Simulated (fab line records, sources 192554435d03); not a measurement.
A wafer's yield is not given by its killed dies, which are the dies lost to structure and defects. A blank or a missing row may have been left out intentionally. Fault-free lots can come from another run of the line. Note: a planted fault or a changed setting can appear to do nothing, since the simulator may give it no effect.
Chamber matching :: flow n5Finfet :: 4 sister chambers for N5_BEOL_M7_STRIP_36 on rieDiel-06
The step strips in N2/H2. 24 wafers are shown with their chamber, then 12 later ones without.

== WAFERS WITH THEIR CHAMBER ==
wafer: L076.2
chamber: 3
showerheadPlenumPTorr (Torr): 2.67
drypumpMotorCurrentA (A): 5.8
throttleValvePct (%): 23.6

wafer: L076.4
chamber: 0
showerheadPlenumPTorr (Torr): 2.50
drypumpMotorCurrentA (A): 6.0
throttleValvePct (%): 23.8

wafer: L076.6
chamber: 2
showerheadPlenumPTorr (Torr): 2.57
drypumpMotorCurrentA (A): 5.2
throttleValvePct (%): 23.6

wafer: L080.1
chamber: 1
showerheadPlenumPTorr (Torr): 2.58
drypumpMotorCurrentA (A): 6.2
throttleValvePct (%): 23.3

wafer: L080.2
chamber: 2
showerheadPlenumPTorr (Torr): 2.57
drypumpMotorCurrentA (A): 5.2
throttleValvePct (%): 23.7

wafer: L080.3
chamber: 3
showerheadPlenumPTorr (Torr): 2.67
drypumpMotorCurrentA (A): 5.8
throttleValvePct (%): 23.6

wafer: L080.4
chamber: 0
showerheadPlenumPTorr (Torr): 2.49
drypumpMotorCurrentA (A): 5.9
throttleValvePct (%): 23.8

wafer: L080.5
chamber: 0
showerheadPlenumPTorr (Torr): 2.49
drypumpMotorCurrentA (A): 5.9
throttleValvePct (%): 23.8

wafer: L080.6
chamber: 1
showerheadPlenumPTorr (Torr): 2.58
drypumpMotorCurrentA (A): 6.2
throttleValvePct (%): 23.3

wafer: L083.2
chamber: 2
showerheadPlenumPTorr (Torr): 2.57
drypumpMotorCurrentA (A): 5.2
throttleValvePct (%): 23.7

wafer: L083.3
chamber: 3
showerheadPlenumPTorr (Torr): 2.67
drypumpMotorCurrentA (A): 5.9
throttleValvePct (%): 23.7

wafer: L083.6
chamber: 2
showerheadPlenumPTorr (Torr): 2.57
drypumpMotorCurrentA (A): 5.2
throttleValvePct (%): 23.7

wafer: L085.1
chamber: 2
showerheadPlenumPTorr (Torr): 2.57
drypumpMotorCurrentA (A): 5.2
throttleValvePct (%): 23.7

wafer: L085.4
chamber: 1
showerheadPlenumPTorr (Torr): 2.58
drypumpMotorCurrentA (A): 6.2
throttleValvePct (%): 23.3

wafer: L085.5
chamber: 2
showerheadPlenumPTorr (Torr): 2.57
drypumpMotorCurrentA (A): 5.2
throttleValvePct (%): 23.7

wafer: L086.4
chamber: 1
showerheadPlenumPTorr (Torr): 2.57
drypumpMotorCurrentA (A): 6.1
throttleValvePct (%): 23.3

wafer: L086.5
chamber: 3
showerheadPlenumPTorr (Torr): 2.66
drypumpMotorCurrentA (A): 5.9
throttleValvePct (%): 23.7

wafer: L086.6
chamber: 0
showerheadPlenumPTorr (Torr): 2.49
drypumpMotorCurrentA (A): 6.0
throttleValvePct (%): 23.5

wafer: L090.2
chamber: 2
showerheadPlenumPTorr (Torr): 2.56
drypumpMotorCurrentA (A): 5.2
throttleValvePct (%): 23.7

wafer: L090.3
chamber: 0
showerheadPlenumPTorr (Torr): 2.49
drypumpMotorCurrentA (A): 5.9
throttleValvePct (%): 23.5

wafer: L090.5
chamber: 0
showerheadPlenumPTorr (Torr): 2.49
drypumpMotorCurrentA (A): 6.0
throttleValvePct (%): 23.5

wafer: L091.1
chamber: 2
showerheadPlenumPTorr (Torr): 2.56
drypumpMotorCurrentA (A): 5.2
throttleValvePct (%): 23.7

wafer: L091.2
chamber: 3
showerheadPlenumPTorr (Torr): 2.66
drypumpMotorCurrentA (A): 5.9
throttleValvePct (%): 23.6

wafer: L091.3
chamber: 0
showerheadPlenumPTorr (Torr): 2.49
drypumpMotorCurrentA (A): 6.0
throttleValvePct (%): 23.5

SIGNATURES, as means of the wafers listed above
reading: showerheadPlenumPTorr
chamber 0: 2.4914
chamber 1: 2.5775
chamber 2: 2.5675
chamber 3: 2.6660
scatter within a chamber: 0.00464

reading: drypumpMotorCurrentA
chamber 0: 5.957
chamber 1: 6.175
chamber 2: 5.200
chamber 3: 5.860
scatter within a chamber: 0.0428

reading: throttleValvePct
chamber 0: 23.629
chamber 1: 23.300
chamber 2: 23.688
chamber 3: 23.640
scatter within a chamber: 0.0936
Rule: a wafer lies at a distance from a chamber equal to the root of the sum of squares, over the readings, of (its reading less the chamber's mean, divided by the reading's scatter). If the next closest chamber is less than 2 further off than the closest, the wafer can't be placed; otherwise it belongs to the closest. How the scatter is found: for the shown wafers, subtract from each reading the mean of its chamber, square and add these, divide the total by (wafers less chambers), then take the root.

== WAFERS WHOSE CHAMBER IS MISSING ==
wafer: L091.4
showerheadPlenumPTorr (Torr): 2.57
drypumpMotorCurrentA (A): 6.2
throttleValvePct (%): 23.3

wafer: L091.5
showerheadPlenumPTorr (Torr): 2.49
drypumpMotorCurrentA (A): 6.0
throttleValvePct (%): 23.5

wafer: L091.6
showerheadPlenumPTorr (Torr): 2.57
drypumpMotorCurrentA (A): 6.2
throttleValvePct (%): 23.3

wafer: L092.1
showerheadPlenumPTorr (Torr): 2.49
drypumpMotorCurrentA (A): 6.0
throttleValvePct (%): 23.5

wafer: L092.2
showerheadPlenumPTorr (Torr): 2.56
drypumpMotorCurrentA (A): 5.2
throttleValvePct (%): 23.7

wafer: L092.3
showerheadPlenumPTorr (Torr): 2.57
drypumpMotorCurrentA (A): 6.1
throttleValvePct (%): 23.3

wafer: L092.4
showerheadPlenumPTorr (Torr): 2.66
drypumpMotorCurrentA (A): 5.9
throttleValvePct (%): 23.7

wafer: L092.5
showerheadPlenumPTorr (Torr): 2.66
drypumpMotorCurrentA (A): 5.9
throttleValvePct (%): 23.6

wafer: L092.6
showerheadPlenumPTorr (Torr): 2.56
drypumpMotorCurrentA (A): 5.2
throttleValvePct (%): 23.7

wafer: L097.2
showerheadPlenumPTorr (Torr): 2.56
drypumpMotorCurrentA (A): 6.1
throttleValvePct (%): 23.3

wafer: L097.3
showerheadPlenumPTorr (Torr): 2.48
drypumpMotorCurrentA (A): 6.0
throttleValvePct (%): 23.5

wafer: L097.5
showerheadPlenumPTorr (Torr): 2.65
drypumpMotorCurrentA (A): 5.9
throttleValvePct (%): 23.7

== EACH ONE'S CHAMBER ==
wafer: L091.4
from the rows above: 1
in truth: 1

wafer: L091.5
from the rows above: 0
in truth: 0

wafer: L091.6
from the rows above: 1
in truth: 1

wafer: L092.1
from the rows above: 0
in truth: 0

wafer: L092.2
from the rows above: 2
in truth: 2

wafer: L092.3
from the rows above: 1
in truth: 1

wafer: L092.4
from the rows above: 3
in truth: 3

wafer: L092.5
from the rows above: 3
in truth: 3

wafer: L092.6
from the rows above: 2
in truth: 2

wafer: L097.2
from the rows above: 1
in truth: 1

wafer: L097.3
from the rows above: 0
in truth: 0

wafer: L097.5
from the rows above: 3
in truth: 3
12 of 12 placed correctly. From these rows, 0 cannot be placed. Placed wrongly: 0.
